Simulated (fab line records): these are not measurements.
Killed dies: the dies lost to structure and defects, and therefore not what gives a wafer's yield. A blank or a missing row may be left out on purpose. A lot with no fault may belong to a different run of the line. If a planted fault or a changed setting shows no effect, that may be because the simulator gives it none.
Chamber matching / flow nand-harc / rie-diel-08 running NHARC_P_BONDPAD_STRIP_15: 4 sister chambers
The step strips in O2. 8 wafers are shown with their chamber, then 9 later ones without.

WAFERS, EACH WITH ITS CHAMBER
wafer=L434.5; chamber=2; drypump-motor-current-A (A)=5.0; showerhead-plenum-p-Torr (Torr)=3.69
wafer=L438.3; chamber=3; drypump-motor-current-A (A)=5.8; showerhead-plenum-p-Torr (Torr)=3.72
wafer=L438.5; chamber=3; drypump-motor-current-A (A)=5.8; showerhead-plenum-p-Torr (Torr)=3.72
wafer=L440.5; chamber=1; drypump-motor-current-A (A)=6.3; showerhead-plenum-p-Torr (Torr)=3.55
wafer=L440.6; chamber=0; drypump-motor-current-A (A)=6.1; showerhead-plenum-p-Torr (Torr)=3.54
wafer=L452.1; chamber=2; drypump-motor-current-A (A)=5.0; showerhead-plenum-p-Torr (Torr)=3.68
wafer=L452.2; chamber=1; drypump-motor-current-A (A)=6.2; showerhead-plenum-p-Torr (Torr)=3.54
wafer=L452.4; chamber=0; drypump-motor-current-A (A)=6.1; showerhead-plenum-p-Torr (Torr)=3.53

WAFERS WITHOUT THEIR CHAMBER
wafer=L453.3; drypump-motor-current-A (A)=6.3; showerhead-plenum-p-Torr (Torr)=3.54
wafer=L453.4; drypump-motor-current-A (A)=5.0; showerhead-plenum-p-Torr (Torr)=3.68
wafer=L453.6; drypump-motor-current-A (A)=5.0; showerhead-plenum-p-Torr (Torr)=3.68
wafer=L454.1; drypump-motor-current-A (A)=6.1; showerhead-plenum-p-Torr (Torr)=3.53
wafer=L454.2; drypump-motor-current-A (A)=5.0; showerhead-plenum-p-Torr (Torr)=3.68
wafer=L454.6; drypump-motor-current-A (A)=6.1; showerhead-plenum-p-Torr (Torr)=3.53
wafer=L455.1; drypump-motor-current-A (A)=6.1; showerhead-plenum-p-Torr (Torr)=3.53
wafer=L455.2; drypump-motor-current-A (A)=6.3; showerhead-plenum-p-Torr (Torr)=3.54
wafer=L455.4; drypump-motor-current-A (A)=5.0; showerhead-plenum-p-Torr (Torr)=3.68

WHICH CHAMBER EACH WENT THROUGH
wafer=L453.3; from the rows above=1; in truth=1
wafer=L453.4; from the rows above=2; in truth=2
wafer=L453.6; from the rows above=2; in truth=2
wafer=L454.1; from the rows above=0; in truth=0
wafer=L454.2; from the rows above=2; in truth=2
wafer=L454.6; from the rows above=0; in truth=0
wafer=L455.1; from the rows above=0; in truth=0
wafer=L455.2; from the rows above=1; in truth=1
wafer=L455.4; from the rows above=2; in truth=2
9 of 9 placed correctly. Can't be placed from these rows: 0. 0 placed wrongly.
How it was worked out, from the rows above alone: a wafer's distance from a chamber is the root of the sum, over the readings, of the square of ((its reading less the chamber's mean) divided by the reading's scatter). If the next closest chamber is less than 2 further off than the closest, the wafer can't be placed; otherwise it belongs to the closest. The mean given for a chamber averages the wafers shown for that chamber. How the scatter is found: for the shown wafers, subtract from each reading the mean of its chamber, square and add these, divide the total by (wafers less chambers), then take the root.
